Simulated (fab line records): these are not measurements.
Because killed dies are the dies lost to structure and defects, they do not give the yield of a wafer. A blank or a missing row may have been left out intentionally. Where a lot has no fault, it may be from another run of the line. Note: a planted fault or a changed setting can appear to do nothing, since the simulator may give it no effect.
Chamber matching	flow n5-finfet	4 sister chambers for N5_BEOL_M0_CUTY_ETCH_62 on rie-diel-02
The step etches SiARC in CF4, time 58.5 s. 20 wafers are shown with their chamber, then 10 later ones without.

## WAFERS, EACH WITH ITS CHAMBER
wafer	chamber	showerhead-plenum-p-Torr (Torr)	drypump-motor-current-A (A)	throttle-valve-pct (%)
L074.2	0	2.22	6.3	15.39
L074.5	3	2.29	6.0	15.61
L074.6	0	2.22	6.3	15.38
L076.1	0	2.22	6.2	15.40
L076.2	2	2.16	5.6	15.46
L076.5	2	2.16	5.6	15.46
L081.2	3	2.29	6.0	15.64
L081.5	0	2.22	6.2	15.40
L081.6	3	2.29	6.0	15.62
L083.1	2	2.15	5.7	15.48
L083.3	1	2.28	6.5	15.24
L083.4	0	2.22	6.3	15.41
L084.1	3	2.28	6.0	15.64
L084.3	0	2.21	6.2	15.41
L084.6	2	2.15	5.6	15.50
L089.1	3	2.28	6.0	15.66
L089.3	0	2.21	6.2	15.44
L089.5	0	2.21	6.2	15.45
L090.2	3	2.28	5.9	15.67
L090.4	2	2.15	5.7	15.51

SIGNATURES, as means of the wafers listed above
reading	chamber 0	chamber 1	chamber 2	chamber 3	scatter within a chamber
showerhead-plenum-p-Torr	2.2163	2.2800	2.1540	2.2850	0.00535
drypump-motor-current-A	6.237	6.500	5.640	5.983	0.0494
throttle-valve-pct	15.4100	15.2400	15.4820	15.6400	0.0233
Rule: for each reading, subtract the chamber's mean from the wafer's reading, divide by that reading's scatter and square the result; add these up over the readings and take the root, which gives the wafer's distance from the chamber. If the next closest chamber is less than 2 further off than the closest, the wafer can't be placed; otherwise it belongs to the closest. The scatter: the root of (the sum of the squares of (reading less its chamber's mean) over the shown wafers, divided by (wafers less chambers)).

## WAFERS WHOSE CHAMBER IS MISSING
wafer	showerhead-plenum-p-Torr (Torr)	drypump-motor-current-A (A)	throttle-valve-pct (%)
L090.6	2.27	6.5	15.27
L091.1	2.15	5.7	15.52
L091.5	2.21	6.2	15.45
L091.6	2.28	5.9	15.66
L092.4	2.27	6.5	15.30
L092.5	2.28	6.0	15.67
L092.6	2.15	5.7	15.53
L097.4	2.27	6.0	15.70
L097.5	2.27	6.5	15.32
L097.6	2.21	6.3	15.47

## CHAMBER TAKEN BY EACH
wafer	from the rows above	in truth
L090.6	1	1
L091.1	2	2
L091.5	0	0
L091.6	3	3
L092.4	1	1
L092.5	3	3
L092.6	2	2
L097.4	3	3
L097.5	1	1
L097.6	0	0
10 of 10 placed correctly. Can't be placed from these rows: 0. Wrongly placed: 0.
